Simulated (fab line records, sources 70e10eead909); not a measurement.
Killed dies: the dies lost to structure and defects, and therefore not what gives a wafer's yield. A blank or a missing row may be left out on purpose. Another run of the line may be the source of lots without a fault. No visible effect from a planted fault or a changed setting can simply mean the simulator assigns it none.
fab line records	flow nand_harc
[record] lots = 12	wafers = 36	last_day = 34
route steps=1302 shown A_CHANNEL_HOLE_D1@477 A_CHANNEL_FILL_D1@495 END@1302
lots that met no fault: taken from a fault-free run of the same line
start_h: hours from the record's opening day to when the first of the lot's shown wafers began	wait_h: time in hours since the lot's previous step	" as in the row above	L1.1+2: several wafers, shown together as one row	- either no value or no given start	* or withheld: withheld	< > ~ a bound
route shown NAME@n: a module of which the file shows steps, and the number in the route of the first	usual: mean/standard deviation taken from wafers without a fault	same: alike in all rows	chamber/n: place in a boat	sites: the reading at each site	_std_site: standard deviation of those values	_edge_site: mean of outer sites minus mean of inner sites	radius_mm: how far each site lies from the wafer's centre	mask NAME#n: copy n	behind: the most recent tool/chamber to have shaped the wafer	hold: the reason the lot was held/the length of the hold in hours/how it ended	device: transistor that didn't switch, given as n, p or np	end of line: the route-end tests of the same wafers	where a step has no rows: the recipe by itself	killed: dies that structure and defects cost at the first sort, which is not the same as the wafer's yield	map: the dies of a wafer, with x for killed, . for not killed, _ for no die there
set.NAME: the run value of the setting; set.NAME@STEP: its run value at that earlier step	model.NAME: the simulator's own value behind a step, which no gauge read
steps of the route over a sample of lots; a table a step, a row a wafer
services: a tool's chamber out of use, with start hour (start_h, from the record's first day; less than 0 if before it), hours out, and reason
[[steps]]
[step NHARC_A_CHANNEL_HOLE_D1_ETCH_25]
[recipe] bias_v = 5000	source_w = withheld	pressure_mtorr = 20	time_s = 1040.2	ar_flow_sccm = 375	c4f8_flow_sccm = 93.8	o2_flow_sccm = 31.2	temp_c = -20	target_depth_a = 15000	chemistry = C4F8/O2/Ar
[usual] c4f8_flow_sccm = 93.82/0.29	drypump_motor_current_A = 5.9/0.3	showerhead_plenum_p_Torr = 3.64/0.12	throttle_valve_pct = 32.235/0.01
lot.wafer	tool	chamber	start_h	wait_h	c4f8_flow_sccm	drypump_motor_current_A	rf_hours_counter_h	showerhead_plenum_p_Torr	throttle_valve_pct
L280.3	har_etch-01	0	204.56	0.7	93.75	6.1	-	3.73	32.243
L280.5	"	0	"	"	93.78	6.0	-	3.73	32.259
L280.6	"	1	"	"	93.67	5.4	-	3.66	32.226
L281.2	har_etch-01	0	210.79	0.6	94.07	6.1	98	3.72	32.247
L281.1	"	1	"	"	93.39	5.4	98	3.66	32.222
L281.3	"	0	"	"	93.78	6.1	-	3.72	32.220
L282.1	har_etch-02	0	225.65	0.6	93.93	6.2	323	3.75	32.222
L282.4	"	0	"	"	93.66	6.2	-	3.75	32.254
L282.5	"	0	"	"	93.61	6.2	-	3.75	32.251
L286.2	har_etch-02	1	258.42	0.6	94.09	5.7	339	3.47	32.213
L286.5	"	1	"	"	93.53	5.7	-	3.47	32.232
L286.6	"	0	"	"	93.79	6.2	-	3.74	32.227
L289.2	har_etch-02	0	292.50	0.6	93.80	6.2	361	3.73	32.228
L289.3	"	0	"	"	94.02	6.2	-	3.73	32.229
L289.4	"	1	"	"	93.80	5.6	-	3.46	32.237
L290.2	har_etch-01	1	313.53	0.7	94.02	5.4	159	3.63	32.223
L290.3	"	1	"	"	93.58	5.4	-	3.63	32.246
L290.5	"	0	"	"	93.59	6.1	-	3.69	32.215
L291.2	har_etch-02	1	314.43	0.7	93.26	5.6	377	3.45	32.242
L291.3	"	0	"	"	93.78	6.2	-	3.72	32.249
L291.4	"	1	"	"	93.17	5.6	-	3.45	32.240
L292.2	har_etch-02	1	332.65	0.6	93.96	5.7	388	3.45	32.232
L292.3	"	1	"	"	93.63	5.6	-	3.45	32.237
L292.6	"	0	"	"	93.55	6.2	-	3.71	32.243
L298.4	har_etch-01	0	394.66	0.7	93.66	6.1	-	3.66	32.233
L298.3	"	1	"	"	94.29	5.4	-	3.60	32.234
L298.5	"	1	"	"	94.37	5.4	-	3.60	32.232
L299.1	har_etch-01	0	402.70	0.6	93.95	6.1	216	3.66	32.226
L299.4	"	0	"	"	93.94	6.1	-	3.66	32.249
L299.5	"	0	"	"	93.75	6.1	-	3.66	32.214
L300.4	har_etch-02	1	405.52	0.7	94.02	5.6	-	3.92	32.226
L300.3	"	0	"	"	94.11	6.2	-	3.69	32.221
L300.5	"	1	"	"	93.97	5.6	-	3.92	32.224
L301.1	har_etch-02	1	411.89	0.6	93.90	5.7	15	3.92	32.255
L301.4	"	1	"	"	93.56	5.7	-	3.92	32.227
L301.5	"	1	"	"	93.47	5.7	-	3.92	32.235
[step NHARC_A_CHANNEL_HOLE_D1_STRIP_43]
[recipe] o2_flow_sccm = 400	cos_flow_sccm = 20	ar_flow_sccm = 0	bias_w = 0	chemistry = O2/COS
lot.wafer	tool	chamber	start_h	wait_h
L280.3+6+5	rie_diel-07	3,2,3	206.04	0.1
L281.3+1+2	rie_diel-07	0,1,2	212.56	0.1
L282.4+1+5	rie_diel-06	0,1,0	227.43	0.1
L286.2+6+5	rie_diel-07	1,3,0	260.18	0.1
L289.4+3+2	rie_diel-01	2,3,0	294.34	0.1
L290.3+2+5	rie_diel-07	3,1,3	315.16	0.1
L291.3+4+2	rie_diel-07	3,1,2	316.05	0.1
L292.3+2+6	rie_diel-07	3,2,3	334.43	0.1
L298.3+4+5	rie_diel-07	1,0,1	396.13	0.1
L299.4+1+5	rie_diel-07	3,0,0	404.47	0.1
L300.3+4+5	rie_diel-07	3,1,0	406.99	0.0
L301.4+1+5	rie_diel-07	3,0,0	413.65	0.1
[step NHARC_A_CHANNEL_HOLE_D1_STRIP_27]
[recipe] o2_flow_sccm = 500	ar_flow_sccm = 0	bias_w = 0	chemistry = O2
[usual] drypump_motor_current_A = 5.6/0.44	oes_product_au = 0.997/0.0076	rf_vpp_V = 57.8/0.85	showerhead_plenum_p_Torr = 3.56/0.11	throttle_valve_pct = 17.038/0.0089
lot.wafer	tool	chamber	start_h	wait_h	drypump_motor_current_A	oes_product_au	rf_hours_counter_h	rf_vpp_V	showerhead_plenum_p_Torr	throttle_valve_pct
L280.3	rie_diel-07	3	-	-	5.5	0.989	8	58.9	3.69	17.037
L280.6	"	0	"	"	5.3	0.989	-	57.3	3.50	17.044
L280.5	"	1	"	"	5.9	0.998	-	58.1	3.59	17.032
L281.3	rie_diel-07	1	-	-	5.8	1.001	8	57.6	3.59	17.042
L281.1	"	3	"	"	5.5	0.993	9	58.5	3.69	17.022
L281.2	"	0	"	"	5.3	0.995	9	58.3	3.49	17.039
L282.4	rie_diel-06	1	-	-	6.4	1.000	30	56.9	3.29	17.048
L282.1	"	2	"	"	6.4	0.996	36	58.5	3.63	17.041
L282.5	"	1	"	"	6.4	1.003	-	57.8	3.29	17.028
L286.2	rie_diel-07	2	-	-	5.0	0.995	13	57.1	3.47	17.044
L286.6	"	3	"	"	5.5	0.992	-	58.1	3.68	17.020
L286.5	"	0	"	"	5.3	1.000	-	57.7	3.49	17.040
L289.3	rie_diel-01	3	-	-	5.9	1.003	32	58.1	3.79	17.034
L289.4	"	1	"	"	5.4	1.012	30	58.7	3.47	17.039
L289.2	"	2	"	"	6.1	0.999	29	57.9	3.30	17.030
L290.2	rie_diel-07	3	-	-	5.5	0.992	1	57.1	3.68	17.036
L290.3	"	1	"	"	5.9	0.997	2	57.7	3.59	17.032
L290.5	"	0	"	"	5.3	1.002	-	57.0	3.49	17.047
L291.4	rie_diel-07	0	-	-	5.3	0.999	1	58.1	3.49	17.033
L291.3	"	2	"	"	5.1	1.014	2	58.0	3.47	17.034
L291.2	"	3	"	"	5.5	0.996	1	58.7	3.68	17.039
L292.3	rie_diel-07	1	-	-	5.9	0.995	3	59.7	3.59	17.051
L292.2	"	3	"	"	5.5	0.992	3	60.1	3.68	17.043
L292.6	"	0	"	"	5.3	0.994	-	57.7	3.49	17.036
L298.4	rie_diel-07	2	-	-	5.1	0.998	9	58.3	3.47	17.044
L298.3	"	1	"	"	5.8	0.994	8	57.5	3.58	17.028
L298.5	"	3	"	"	5.5	0.983	-	58.5	3.68	17.037
L299.1	rie_diel-07	3	-	-	5.5	0.989	8	57.0	3.68	17.028
L299.4	"	2	"	"	5.1	0.995	10	56.9	3.46	17.037
L299.5	"	0	"	"	5.3	1.002	-	57.4	3.49	17.027
L300.4	rie_diel-07	2	-	-	5.1	1.007	10	57.1	3.46	17.043
L300.3	"	0	"	"	5.2	1.013	9	56.8	3.49	17.030
L300.5	"	3	"	"	5.5	0.996	-	58.6	3.68	17.039
L301.4	rie_diel-07	3	-	-	5.4	0.989	9	58.4	3.68	17.036
L301.1	"	0	"	"	5.3	1.011	10	57.6	3.49	17.024
L301.5	"	3	"	"	5.5	0.983	-	57.1	3.68	17.037
[step NHARC_A_CHANNEL_HOLE_D1_INSPECT_40]
[usual] raw_defect_count = 72/28
lot.wafer	tool	chamber	start_h	wait_h	hold	raw_defect_count
L280.3	defect_inspect-02	-	207.15	-	-	47
L280.5	"	-	"	"	-	35
L280.6	"	-	"	"	-	54
L281.1	defect_inspect-01	-	213.60	-	-	39
L281.2	"	-	"	"	-	39
L281.3	"	-	"	"	-	69
L282.1	defect_inspect-01	-	228.48	-	-	100
L282.4	"	-	"	"	-	100
L282.5	"	-	"	"	-	95
L286.2	defect_inspect-01	-	261.22	-	-	95
L286.5	"	-	"	"	-	105
L286.6	"	-	"	"	-	101
L289.2	defect_inspect-01	-	295.38	-	-	89
L289.3	"	-	"	"	-	103
L289.4	"	-	"	"	-	92
L290.2	defect_inspect-02	-	316.21	-	await_dispo/0.2h/release	340
L290.3	"	-	"	"	await_dispo/0.2h/release	309
L290.5	"	-	"	"	await_dispo/0.2h/release	326
L290.2	defect_inspect-02	-	316.38	0.2	-	341
L290.3	"	-	"	"	-	303
L290.5	"	-	"	"	-	325
L291.2	defect_inspect-01	-	317.10	-	await_dispo/0.2h/release	383
L291.3	"	-	"	"	await_dispo/0.2h/release	384
L291.4	"	-	"	"	await_dispo/0.2h/release	370
L291.2	defect_inspect-01	-	317.27	0.2	-	375
L291.3	"	-	"	"	-	391
L291.4	"	-	"	"	-	362
L292.2	defect_inspect-01	-	335.46	-	await_dispo/0.2h/release	392
L292.3	"	-	"	"	await_dispo/0.2h/release	371
L292.6	"	-	"	"	await_dispo/0.2h/release	346
L292.2	defect_inspect-01	-	335.63	0.2	-	379
L292.3	"	-	"	"	-	373
L292.6	"	-	"	"	-	354
L298.3	defect_inspect-02	-	397.17	-	-	55
L298.4	"	-	"	"	-	79
L298.5	"	-	"	"	-	80
L299.1	defect_inspect-02	-	405.51	-	-	58
L299.4	"	-	"	"	-	50
L299.5	"	-	"	"	-	40
L300.3	defect_inspect-01	-	408.03	-	-	40
L300.4	"	-	"	"	-	47
L300.5	"	-	"	"	-	58
L301.1	defect_inspect-02	-	414.69	-	-	21
L301.4	"	-	"	"	-	49
L301.5	"	-	"	"	-	62
[step NHARC_A_CHANNEL_FILL_D1_ALD_15]
[recipe] target_thk_a = 20	pulse_time_s = 60	ald_cycles = 19	temp_c = 630	pressure_torr = 2	material = SiNx
[usual] precursor_pulse_height_rel = 1.002/0.019
lot.wafer	tool	chamber	start_h	wait_h	precursor_pulse_height_rel
L280.3	ald_sin_batch-02	0	-	-	1.014
L280.5	"	0	"	"	1.008
L280.6	"	0	"	"	0.996
L281.1	ald_sin_batch-03	0	-	-	0.972
L281.2	"	0	"	"	1.009
L281.3	"	0	"	"	1.004
L282.1	ald_sin_batch-03	0	-	-	0.995
L282.4	"	0	"	"	0.979
L282.5	"	0	"	"	0.996
L286.2	ald_sin_batch-01	0	-	-	0.995
L286.5	"	0	"	"	1.008
L286.6	"	0	"	"	1.027
L289.2	ald_sin_batch-02	0	-	-	1.002
L289.3	"	0	"	"	1.018
L289.4	"	0	"	"	1.001
L290.2	ald_sin_batch-01	0	-	-	0.974
L290.3	"	0	"	"	1.000
L290.5	"	0	"	"	1.016
L291.2	ald_sin_batch-01	0	-	-	0.967
L291.3	"	0	"	"	1.020
L291.4	"	0	"	"	1.009
L292.2	ald_sin_batch-02	0	-	-	0.990
L292.3	"	0	"	"	1.012
L292.6	"	0	"	"	0.997
L298.3	ald_sin_batch-03	0	-	-	1.009
L298.4	"	0	"	"	1.005
L298.5	"	0	"	"	0.986
L299.1	ald_sin_batch-01	0	-	-	1.050
L299.4	"	0	"	"	0.979
L299.5	"	0	"	"	1.024
L300.3	ald_sin_batch-01	0	-	-	1.003
L300.4	"	0	"	"	1.000
L300.5	"	0	"	"	0.994
L301.1	ald_sin_batch-02	0	425.18	3.2	0.983
L301.4	"	0	"	"	1.023
L301.5	"	0	"	"	0.971
[step NHARC_END_SORT_01]
[recipe] temp_c = 25
[usual] killed_at_array = 52/17	killed_at_other = 0.8/1.1	killed_at_periphery = 3.2/2.2	killed_dies = 57/17	killed_open = 3.4/1.8	killed_short = 2.4/1.6
[same] gross_dies = 677
lot.wafer	tool	chamber	start_h	wait_h	killed_at_array	killed_at_other	killed_at_periphery	killed_dies	killed_open	killed_short
L282.1	prober-02	0	599.24	2.5	85	3	1	89	3	2
L282.4	prober-02	0	601.62	3.4	75	2	2	79	3	3
L282.5	prober-02	0	602.42	3.7	71	2	2	75	2	5
L286.2	prober-01	0	637.84	2.8	75	0	0	75	3	3
L286.5	prober-01	0	640.19	3.6	70	0	2	72	5	3
L286.6	prober-01	0	640.98	3.9	72	1	1	74	1	2
L289.2	prober-02	0	665.91	2.8	57	5	0	62	3	2
L289.3	prober-02	0	666.71	3.1	72	2	7	81	3	6
L289.4	prober-02	0	667.50	3.4	54	0	5	59	6	3
L291.2	prober-01	0	688.70	2.8	110	1	0	111	2	0
L291.3	prober-01	0	689.50	3.1	123	1	1	125	0	7
L291.4	prober-01	0	690.29	3.4	60	0	0	60	4	0
L290.2	prober-02	0	688.75	2.8	92	1	4	97	4	3
L290.3	prober-02	0	689.56	3.1	106	2	1	109	2	3
L290.5	prober-02	0	691.18	3.7	91	0	3	94	3	2
L292.2	prober-02	0	703.16	2.8	106	1	5	112	2	2
L292.3	prober-02	0	703.96	3.1	103	0	2	105	1	3
L292.6	prober-02	0	706.37	4.0	106	0	5	111	5	3
// killed by level:class
L282.1 A_CHANNEL_HOLE_D1:chamber_film_flake=33 A_SLIT:chamber_film_flake=25 A_CHANNEL_HOLE_D2:chamber_film_flake=13 A_CONTACT:chamber_film_flake=5 THIN_TSV:chamber_film_flake=3 A_CHANNEL_HOLE_D1:geometric_particle:short=2 A_SGD_CUT:chamber_film_flake=2 A_M0:chamber_film_flake=2
L282.4 A_CHANNEL_HOLE_D1:chamber_film_flake=31 A_SLIT:chamber_film_flake=19 A_CONTACT:chamber_film_flake=8 A_CHANNEL_HOLE_D2:chamber_film_flake=6 A_SGD_CUT:chamber_film_flake=3 A_STAIRCASE:chamber_film_flake=3 A_CHANNEL_HOLE_D1:geometric_particle:short=2 THIN_TSV:chamber_film_flake=2
L282.5 A_CHANNEL_HOLE_D1:chamber_film_flake=27 A_SLIT:chamber_film_flake=23 A_CHANNEL_HOLE_D2:chamber_film_flake=4 A_ONON_D1:geometric_particle:short=3 A_CONTACT:chamber_film_flake=3 A_M0:chamber_film_flake=3 A_STAIRCASE:chamber_film_flake=2 A_CHANNEL_HOLE_D1:geometric_particle:open=1
L286.2 A_SLIT:chamber_film_flake=29 A_CHANNEL_HOLE_D1:chamber_film_flake=24 A_CHANNEL_HOLE_D2:chamber_film_flake=11 A_DECK1_JOINT:geometric_particle:short=2 A_CHANNEL_FILL_D1:chamber_film_flake=2 A_CONTACT:chamber_film_flake=2 A_ONON_D1:geometric_particle:short=1 A_SGD_CUT:geometric_particle:open=1
L286.5 A_SLIT:chamber_film_flake=24 A_CHANNEL_HOLE_D1:chamber_film_flake=21 A_CHANNEL_HOLE_D2:chamber_film_flake=9 A_DECK1_JOINT:chamber_film_flake=4 A_WL_FILL:chamber_film_flake=2 P_CONTACT:geometric_particle:open=1 A_ONON_D1:geometric_particle:short=1 A_CHANNEL_FILL_D1:geometric_particle:open=1
L286.6 A_CHANNEL_HOLE_D1:chamber_film_flake=31 A_SLIT:chamber_film_flake=26 A_CHANNEL_HOLE_D2:chamber_film_flake=6 A_DECK1_JOINT:chamber_film_flake=2 A_WL_FILL:chamber_film_flake=2 A_CHANNEL_FILL_D2:geometric_particle:open=1 A_M0:geometric_particle:short=1 P_GATE:chamber_film_flake=1
L289.2 A_CHANNEL_HOLE_D1:chamber_film_flake=29 A_CHANNEL_HOLE_D2:chamber_film_flake=14 A_CONTACT:chamber_film_flake=6 THIN_TSV:chamber_film_flake=3 A_DECK1_JOINT:chamber_film_flake=2 A_SLIT:chamber_film_flake=2 A_SOURCE_PLATE:geometric_particle:open=1 A_CHANNEL_FILL_D1:geometric_particle:short=1
L289.3 A_CHANNEL_HOLE_D1:chamber_film_flake=31 A_CHANNEL_HOLE_D2:chamber_film_flake=20 A_CONTACT:chamber_film_flake=7 P_CONTACT:chamber_film_flake=5 A_SLIT:chamber_film_flake=3 A_ONON_D1:geometric_particle:short=2 A_DECK1_JOINT:geometric_particle:short=2 A_STAIRCASE:chamber_film_flake=2
L289.4 A_CHANNEL_HOLE_D1:chamber_film_flake=26 A_CHANNEL_HOLE_D2:chamber_film_flake=11 A_STAIRCASE:chamber_film_flake=6 A_CONTACT:chamber_film_flake=4 P_CONTACT:geometric_particle:open=2 A_DECK1_JOINT:geometric_particle:short=2 P_M0:geometric_particle:open=1 A_ONON_D1:geometric_particle:open=1
L291.2 A_CHANNEL_HOLE_D1:unspecified=71 A_CHANNEL_HOLE_D1:chamber_film_flake=20 A_STAIRCASE:chamber_film_flake=6 A_CONTACT:chamber_film_flake=5 A_SLIT:chamber_film_flake=4 A_ZERO_WELL:chamber_film_flake=2 A_ONON_D1:geometric_particle:open=1 A_CHANNEL_FILL_D1:geometric_particle:open=1
L290.2 A_CHANNEL_HOLE_D1:unspecified=29 A_SLIT:chamber_film_flake=26 A_CHANNEL_HOLE_D1:chamber_film_flake=9 A_STAIRCASE:chamber_film_flake=8 A_CONTACT:chamber_film_flake=5 A_CHANNEL_HOLE_D2:chamber_film_flake=4 A_BLC:geometric_particle:short=2 P_BONDPAD:chamber_film_flake=2
L291.3 A_CHANNEL_HOLE_D1:unspecified=63 A_CHANNEL_HOLE_D1:chamber_film_flake=37 A_CONTACT:chamber_film_flake=4 A_STAIRCASE:chamber_film_flake=4 A_BLC:chamber_film_flake=3 A_CHANNEL_FILL_D2:geometric_particle:short=2 A_SLIT:chamber_film_flake=2 A_WL_FILL:chamber_film_flake=2
L290.3 A_CHANNEL_HOLE_D1:unspecified=57 A_SLIT:chamber_film_flake=16 A_CHANNEL_HOLE_D1:chamber_film_flake=12 A_CONTACT:chamber_film_flake=5 A_STAIRCASE:chamber_film_flake=4 A_CHANNEL_HOLE_D2:chamber_film_flake=3 A_SGD_CUT:chamber_film_flake=2 HYBRID_BOND:chamber_film_flake=2
L291.4 A_CHANNEL_HOLE_D1:unspecified=29 A_CHANNEL_HOLE_D1:chamber_film_flake=19 A_STAIRCASE:chamber_film_flake=2 A_CONTACT:chamber_film_flake=2 A_ONON_D1:geometric_particle:open=1 A_ONON_D2:geometric_particle:open=1 A_WL_FILL:geometric_particle:open=1 A_M0:geometric_particle:open=1
L290.5 A_CHANNEL_HOLE_D1:unspecified=58 A_SLIT:chamber_film_flake=11 A_CHANNEL_HOLE_D1:chamber_film_flake=4 A_STAIRCASE:chamber_film_flake=3 A_CHANNEL_HOLE_D2:chamber_film_flake=3 A_CONTACT:chamber_film_flake=3 P_GATE:chamber_film_flake=2 A_ONON_D1:geometric_particle:short=1
L292.2 A_CHANNEL_HOLE_D1:unspecified=68 A_CHANNEL_HOLE_D1:chamber_film_flake=21 A_CONTACT:chamber_film_flake=6 P_GATE:chamber_film_flake=4 A_WL_FILL:chamber_film_flake=3 A_SLIT:chamber_film_flake=2 P_CONTACT:geometric_particle:short=1 A_SOURCE_PLATE:geometric_particle:short=1
L292.3 A_CHANNEL_HOLE_D1:unspecified=59 A_CHANNEL_HOLE_D1:chamber_film_flake=23 A_CONTACT:chamber_film_flake=10 A_SLIT:chamber_film_flake=6 P_GATE:chamber_film_flake=2 A_ONON_D1:geometric_particle:open=1 A_DECK1_JOINT:geometric_particle:short=1 A_CHANNEL_FILL_D2:geometric_particle:short=1
L292.6 A_CHANNEL_HOLE_D1:unspecified=64 A_CHANNEL_HOLE_D1:chamber_film_flake=29 A_SLIT:chamber_film_flake=4 A_CONTACT:chamber_film_flake=3 P_CONTACT:geometric_particle:open=2 A_ONON_D1:geometric_particle:short=2 P_GATE:chamber_film_flake=2 P_GATE:geometric_particle:open=1
[[services]]
tool	chamber	start_h	hours	kind
rie_diel-07	0	199.75	-	clean
rie_diel-07	1	199.75	-	clean
rie_diel-07	2	199.75	-	clean
rie_diel-07	3	199.75	-	clean
rie_diel-01	-	203.83	9.0	pm
rie_diel-07	0	224.25	-	clean
rie_diel-07	1	224.25	-	clean
rie_diel-07	2	224.25	-	clean
rie_diel-07	3	224.25	-	clean
rie_diel-07	0	248.75	-	clean
rie_diel-07	1	248.75	-	clean
rie_diel-07	2	248.75	-	clean
rie_diel-07	3	248.75	-	clean
rie_diel-06	2	265.23	6.5	repair
ald_sin_batch-02	-	266.00	26.0	pm
rie_diel-07	3	283.61	12.9	repair
rie_diel-07	-	294.25	9.0	pm
rie_diel-06	-	307.64	9.0	pm
rie_diel-01	3	325.73	9.5	repair
rie_diel-06	2	342.41	6.6	repair
har_etch-02	-	377.00	17.0	pm
rie_diel-01	-	380.83	9.0	pm
rie_diel-07	-	383.54	0.1	repair
rie_diel-01	0	411.25	2.8	repair
[[key]]
[first_sign] step = NHARC_A_CHANNEL_HOLE_D1_INSPECT_40	reading = visit	direction = added
[effect] step = NHARC_A_CHANNEL_HOLE_D1_INSPECT_40	reading = raw_defect_count	direction = up	sigmas = 10	usual = 72	struck = 358
[effect] step = NHARC_END_SORT_01	reading = killed_at_array	direction = up	sigmas = 2.8	usual = 52	struck = 100	wafers_moved = 7
[more_kills_born_at] NHARC_A_CHANNEL_HOLE_D1_STRIP_43@rie_diel-07 = 498
met_at NHARC_A_CHANNEL_HOLE_D1_STRIP_43
struck_lots L290,L291,L292
tester_left_out L290,L291,L292
not_acting_at NHARC_A_CHANNEL_HOLE_D1_ETCH_25,NHARC_A_CHANNEL_HOLE_D1_STRIP_27,NHARC_A_CHANNEL_FILL_D1_ALD_15
onset_between 260.18 315.16
[fault] kind = chamber_particle_source	tool = rie_diel-07	chamber = -	onset_h = 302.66	steps = NHARC_A_CHANNEL_HOLE_D1_STRIP_43	rate_per_visit_cm2 = 0.42784	end_h = 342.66
// tester_left_out: of these lots the tester's yield and bins aren't shown, on N5 and GAA mostly nor the transistor test; their killed dies are dies lost to structure and defects alone, not to doping, threshold or leakage, so they don't give the yield
